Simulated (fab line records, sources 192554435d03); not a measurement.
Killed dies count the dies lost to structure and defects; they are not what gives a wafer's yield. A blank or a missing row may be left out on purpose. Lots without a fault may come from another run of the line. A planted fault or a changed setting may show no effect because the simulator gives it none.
8D (eight disciplines) problem report, filled in by code ; flow n5_finfet ; the parts of the form that need people (team, actions taken, sign-off) are left out

1. WHAT WENT WRONG
Wafers free of any fault read 559 nm (standard deviation 12) for M14_THK at N5_BEOL_M14_THK_MEAS_50, against a mean of 1040 nm on 3 wafers of 3 lots. Measured from the usual mean, that is +40 standard deviations.
The step: measures by xrf.
The first sign was on wafer L875.6 at day 14 15:41, on film_metro-02. The record holds 24 wafers of 9 lots with a number at this step. The rule behind "out" and "out of limits": a value lying over 4 standard deviations away from the usual mean. Any other wafer with a number is counted as sound.

2. WHAT IT IS AND WHAT IT IS NOT
question;is;is not
which readings at this step;M14_THK;-
which lots;L875, L877, L879;L867, L868, L871, L878, L883, L886
which wafers of those lots;L875.6, L877.5, L879.6;L875.3, L877.2, L879.1, L879.2
read on which gauges;film_metro-02;film_metro-01
when;from day 14 15:41;"up to then (10 sound wafers); but 11 sound wafers of L877, L878, L879, L883, L886 came after"

3. WHAT RULES OUT EACH SUSPECT
Counting: any tool at a process step up to the reading remains a suspect provided it ran every lot that is out. Sound lots after the first of them don't rule it out here, since some wafers of a struck lot are sound.
- the gauge at N5_BEOL_M14_THK_MEAS_50 is ruled out. All the wafers that are out were read on film_metro-02, but those of them that N5_BEOL_M14_CMP_49 has rows for are out there too, on other tools.
- cmp-01 at N5_BEOL_M14_CMP_49 (polishes, stops on SiO2, t overpolish 5.2 s, target thk 560 nm): kept. Ran every lot that is out, first one L875 (day 14 15:28); last sound lot up to then L871 (day 13 14:44). Its own readings are out on those wafers: barrier_field_endpoint_s, overpolish_run_s, time_to_endpoint_s.
The count leaves cmp-01 at N5_BEOL_M14_CMP_49.

4. THE CAUSE (what the simulator had put in)
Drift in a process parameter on cmp-01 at N5_BEOL_M14_CMP_49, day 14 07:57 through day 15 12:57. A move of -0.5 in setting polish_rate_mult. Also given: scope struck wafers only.
The count eliminated every tool but this one.

5. THE EFFECT CHAIN, in route order
Each row: a reading whose mean over the struck wafers that have a number lies more than 3 standard deviations from the usual. Only readings whose record carries a usual standard deviation are examined. hours: median over the lots of the time between each lot's start at the first step of this table that gives one and its start at this step. sigmas: the change, counted in usual standard deviations.
hours;step;reading;usual;on struck wafers;change;sigmas
0;N5_BEOL_M14_CMP_49;barrier_field_endpoint_s;11.40 s;22.87;+11.47;+41
0;N5_BEOL_M14_CMP_49;overpolish_run_s;5.201 s;3.113;-2.088;-99 or more
0;N5_BEOL_M14_CMP_49;time_to_endpoint_s;122 s;157;+35;+8.3
0;N5_BEOL_M14_THK_MEAS_50;M14_THK;559 nm;1040;+481;+40
0;N5_BEOL_M14_INSPECT_55;raw_defect_count;74;6541;+6467;+99 or more
29;N5_PASSIVATION_PROBE_49;defect_limited_yield;91.2 %;0.0;-91.2;-70
29;N5_PASSIVATION_PROBE_49;killed_at_M4_up;13;1100;+1087;+99 or more
29;N5_PASSIVATION_PROBE_49;killed_dies;104;1180;+1076;+67
29;N5_PASSIVATION_PROBE_49;killed_on_rim;14;152;+138;+33
29;N5_PASSIVATION_PROBE_49;sort_n_pass;1076;0;-1076;-67
It contains these process steps:
- N5_BEOL_M14_CMP_49: polishes, stops on SiO2, t overpolish 5.2 s, target thk 560 nm.
- N5_PASSIVATION_PROBE_49

6. WHAT WOULD HAVE CAUGHT IT SOONER
Counted from the fault's start at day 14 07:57, it took 8 hours until the first out-of-limits reading at a measuring or inspecting step in this record, taken at day 14 15:41.
The tool's own readings at N5_BEOL_M14_CMP_49 were out on every struck wafer that the step has a row for (barrier_field_endpoint_s, overpolish_run_s, time_to_endpoint_s): an alarm limit on them would have fired on the first of those.
L879, L877, from the lots that are out (3), started N5_BEOL_M14_CMP_49 on cmp-01 later than day 14 15:41. A hold on the tool at that time would have spared those 2.
